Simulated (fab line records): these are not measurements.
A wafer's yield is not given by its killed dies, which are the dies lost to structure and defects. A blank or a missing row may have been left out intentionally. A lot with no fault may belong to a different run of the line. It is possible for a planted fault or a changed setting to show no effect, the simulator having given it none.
Which tool was responsible? | flow nandHarc | 39 wafers from 13 lots sampled at 7 of the route's 1159 steps

WHAT THE GAUGES SHOWED, per wafer
NHARC_P_ZERO_WELL_CD_MEAS_24: the cd target is 720 nm. Usual: cdNm at 719.4 nm, with a standard deviation of 1.5.
lot  | measured    | on       | cdNm (nm)         | flag
L444 | day 1 14:41 | cdSem-01 | 719.3 718.1 719.2 | 
L445 | day 1 20:36 | cdSem-01 | 721.0 720.7 722.1 | 
L446 | day 2 02:20 | cdSem-01 | 721.2 720.7 721.9 | 
L448 | day 2 14:35 | cdSem-03 | 720.4 719.0 719.0 | 
L450 | day 3 02:29 | cdSem-01 | 719.0 720.1 718.3 | 
L451 | day 3 08:34 | cdSem-01 | 719.0 717.9 717.9 | 
L455 | day 4 08:47 | cdSem-03 | 720.0 720.0 718.3 | 
L457 | day 4 20:34 | cdSem-02 | - - -             | OFF
L458 | day 5 02:35 | cdSem-02 | - - -             | OFF
L459 | day 5 08:32 | cdSem-02 | - - -             | OFF
L464 | day 6 14:42 | cdSem-03 | 720.6 720.3 718.7 | 
L466 | day 7 02:36 | cdSem-03 | 719.4 715.7 718.1 | 
L467 | day 7 08:28 | cdSem-03 | 720.1 717.7 719.5 | 

NHARC_P_ZERO_WELL_INSPECT_43. Usual: rawDefectCount at 11, with a standard deviation of 5.
lot  | measured    | on               | rawDefectCount | flag
L444 | day 1 19:41 | defectInspect-01 | 15 11 13       | 
L445 | day 2 01:46 | defectInspect-01 | 8 10 5         | 
L446 | day 2 07:20 | defectInspect-02 | 7 11 15        | 
L448 | day 2 19:43 | defectInspect-01 | 9 11 5         | 
L450 | day 3 07:46 | defectInspect-01 | 17 8 9         | 
L451 | day 3 13:38 | defectInspect-02 | 18 11 20       | 
L455 | day 4 13:53 | defectInspect-02 | 6 7 10         | 
L457 | day 5 01:33 | defectInspect-01 | 1088 1071 1104 | OFF
L458 | day 5 07:47 | defectInspect-02 | 1102 1050 1102 | OFF
L459 | day 5 13:46 | defectInspect-01 | 1102 1106 1113 | OFF
L464 | day 6 19:46 | defectInspect-02 | 12 6 7         | 
L466 | day 7 07:36 | defectInspect-01 | 16 22 24       | 
L467 | day 7 13:28 | defectInspect-01 | 8 13 10        | 

NHARC_P_GATE_CD_MEAS_33. Usual: cdNm at 120.2 nm, with a standard deviation of 1.8.
lot  | measured     | on       | cdNm (nm)         | flag
L444 | day 4 15:29  | cdSem-01 | 121.9 124.1 121.9 | 
L445 | day 4 15:31  | cdSem-03 | 120.5 116.6 119.9 | 
L446 | day 5 10:43  | cdSem-02 | 119.1 119.8 117.9 | 
L448 | day 5 15:24  | cdSem-01 | 121.0 121.0 119.3 | 
L450 | day 6 09:55  | cdSem-03 | 121.6 120.8 121.2 | 
L451 | day 6 13:47  | cdSem-01 | 119.1 122.5 119.3 | 
L455 | day 8 01:20  | cdSem-02 | 121.5 122.7 118.0 | 
L464 | day 9 18:51  | cdSem-03 | 118.9 120.1 118.9 | 
L466 | day 10 06:35 | cdSem-01 | 119.7 121.3 123.6 | 
L467 | day 10 13:44 | cdSem-03 | 120.0 121.0 117.6 | 

NHARC_P_CONTACT_OVL_MEAS_13. Usual: overlayXNm -0.1 nm, standard deviation 0.91; overlayYNm 0.2 nm, standard deviation 0.66.
lot  | measured     | on         | overlayXNm (nm) | overlayYNm (nm) | flag
L444 | day 5 10:33  | overlay-01 | 0.7 1.4 1.2     | 0.5 0.1 0.0     | 
L445 | day 5 12:19  | overlay-02 | -0.4 -0.5 -0.3  | 1.0 0.2 0.2     | 
L446 | day 6 06:06  | overlay-01 | -1.5 -1.9 -2.2  | 0.2 0.8 1.0     | 
L448 | day 6 12:38  | overlay-01 | -1.2 -1.4 -1.0  | -0.3 -0.4 -1.3  | 
L450 | day 7 05:52  | overlay-01 | 0.3 0.5 0.5     | 0.0 0.1 0.3     | 
L451 | day 7 09:07  | overlay-02 | -0.9 -1.3 -1.6  | -0.9 -1.1 -1.0  | 
L455 | day 8 21:33  | overlay-01 | 0.1 -0.9 -0.4   | -0.8 0.6 0.6    | 
L464 | day 10 13:59 | overlay-02 | 0.0 0.9 -0.4    | 0.7 0.9 1.1     | 
L466 | day 11 02:02 | overlay-01 | -0.7 -1.5 -1.5  | 1.3 0.9 1.0     | 
L467 | day 11 09:31 | overlay-01 | 1.2 0.6 0.8     | 0.4 0.8 1.3     | 

NHARC_P_CONTACT_CD_MEAS_19. Usual: cdNm at 89.7 nm, with a standard deviation of 0.9.
lot  | measured     | on       | cdNm (nm)      | flag
L444 | day 5 15:46  | cdSem-01 | 89.8 87.7 87.7 | 
L445 | day 5 13:17  | cdSem-03 | 89.8 89.6 90.7 | 
L446 | day 6 07:04  | cdSem-02 | 91.1 90.5 90.9 | 
L448 | day 6 13:53  | cdSem-03 | 88.8 87.7 88.4 | 
L450 | day 7 06:50  | cdSem-02 | 89.0 89.1 88.6 | 
L451 | day 7 10:05  | cdSem-02 | 89.1 90.0 88.2 | 
L455 | day 8 22:35  | cdSem-03 | 90.5 90.2 90.3 | 
L464 | day 10 14:58 | cdSem-03 | 88.1 89.7 90.7 | 
L466 | day 11 03:01 | cdSem-02 | 89.8 89.8 89.9 | 
L467 | day 11 10:29 | cdSem-02 | 89.1 90.0 88.7 | 

NHARC_END_SORT_01. Usual: killedAtArray 26, standard deviation 9.6; killedAtOther 0.7, standard deviation 0.92; killedAtPeriphery 3.8, standard deviation 2.7; killedDies 31, standard deviation 10; killedOpen 3.3, standard deviation 1.7; killedShort 1.8, standard deviation 1.3.
lot  | measured     | on        | killedAtArray | killedAtOther | killedAtPeriphery | killedDies  | killedOpen | killedShort | flag
L457 | day 22 01:44 | prober-01 | 13 16 17      | 0 0 0         | 664 661 660       | 677 677 677 | 0 6 4      | 1 1 3       | OFF
L458 | day 22 18:03 | prober-02 | 18 24 25      | 0 0 1         | 659 653 651       | 677 677 677 | 5 4 8      | 0 0 1       | OFF
L459 | day 23 08:05 | prober-01 | 39 39 38      | 2 4 2         | 636 634 637       | 677 677 677 | 3 2 3      | 3 1 3       | OFF

WHAT TOOL EACH LOT RAN ON (gives the tool, then ch and the chambers of the sampled wafers, and finally the start)
lot  | NHARC_P_ZERO_WELL_EXPOSE_21
L444 | krfScanner-02 ch 0, day 1 14:32
L445 | krfScanner-03 ch 0, day 1 20:27
L446 | krfScanner-03 ch 0, day 2 02:11
L448 | krfScanner-03 ch 0, day 2 14:26
L450 | krfScanner-02 ch 0, day 3 02:20
L451 | krfScanner-02 ch 0, day 3 08:25
L455 | krfScanner-02 ch 0, day 4 08:38
L457 | krfScanner-02, day 4 20:25
L458 | krfScanner-03, day 5 02:26
L459 | krfScanner-03, day 5 08:23
L464 | krfScanner-02 ch 0, day 6 14:33
L466 | krfScanner-02 ch 0, day 7 02:26
L467 | krfScanner-03 ch 0, day 7 08:19
- NHARC_P_ZERO_WELL_EXPOSE_21: exposes mask P NWELL, target cd 720 nm.

WHAT THE TOOLS THEMSELVES READ (means of the sampled wafers that have a number; where no wafer has one, the mark that the record gives instead)
NHARC_P_ZERO_WELL_EXPOSE_21. Usual: exposureDoseMJCm2 22.313, standard deviation 0.022; focusOffsetNm 0.0 nm, standard deviation 0.53; stageVelMmS 499.94 mm/s, standard deviation 0.23.
lot  | tool          | exposureDoseMJCm2 | focusOffsetNm (nm) | stageVelMmS (mm/s) | flag
L444 | krfScanner-02 | 22.306            | -0.5               | 499.68             | 
L445 | krfScanner-03 | 22.318            | -0.4               | 500.23             | 
L446 | krfScanner-03 | 22.309            | 0.1                | 499.92             | 
L448 | krfScanner-03 | 22.319            | -0.0               | 499.87             | 
L450 | krfScanner-02 | 22.320            | -0.1               | 499.67             | 
L451 | krfScanner-02 | 22.325            | -0.5               | 500.05             | 
L455 | krfScanner-02 | 22.326            | 0.1                | 500.19             | 
L457 | krfScanner-02 | -                 | -                  | -                  | OFF
L458 | krfScanner-03 | -                 | -                  | -                  | OFF
L459 | krfScanner-03 | -                 | -                  | -                  | OFF
L464 | krfScanner-02 | 22.282            | 0.2                | 499.99             | 
L466 | krfScanner-02 | 22.306            | -0.2               | 499.90             | 
L467 | krfScanner-03 | 22.283            | -0.8               | 500.08             | 

THE ANSWER, worked out from the rows above alone
Rule: take the mean of a lot's wafers that have a number; if it is more than 3 standard deviations from the usual mean, the lot is off. Also off: a lot with no number at a reading for which 4 or more lots have one. The other lots that the step has rows for count as sound. Order of review: gauges by route order, followed by the tools' own readings, for which a lot's mean as printed above is used. At the first step where some lot is off, the reading lying furthest off is the one used; lots without a number count as furthest.
Off at NHARC_P_ZERO_WELL_CD_MEAS_24 (cdNm): L457, L458, L459. Without a number there: L457, L458, L459.
If a tool, at a process step before that reading, ran all the lots that are off and no sound lot after the first of them, it fits. The gauges at NHARC_P_ZERO_WELL_CD_MEAS_24 aren't tried: what is off there is off at NHARC_P_ZERO_WELL_INSPECT_43 too, on other tools, and a gauge's error can't cause that. Of those tried, none fits.

WHAT HAD BEEN PUT IN BY THE SIMULATOR
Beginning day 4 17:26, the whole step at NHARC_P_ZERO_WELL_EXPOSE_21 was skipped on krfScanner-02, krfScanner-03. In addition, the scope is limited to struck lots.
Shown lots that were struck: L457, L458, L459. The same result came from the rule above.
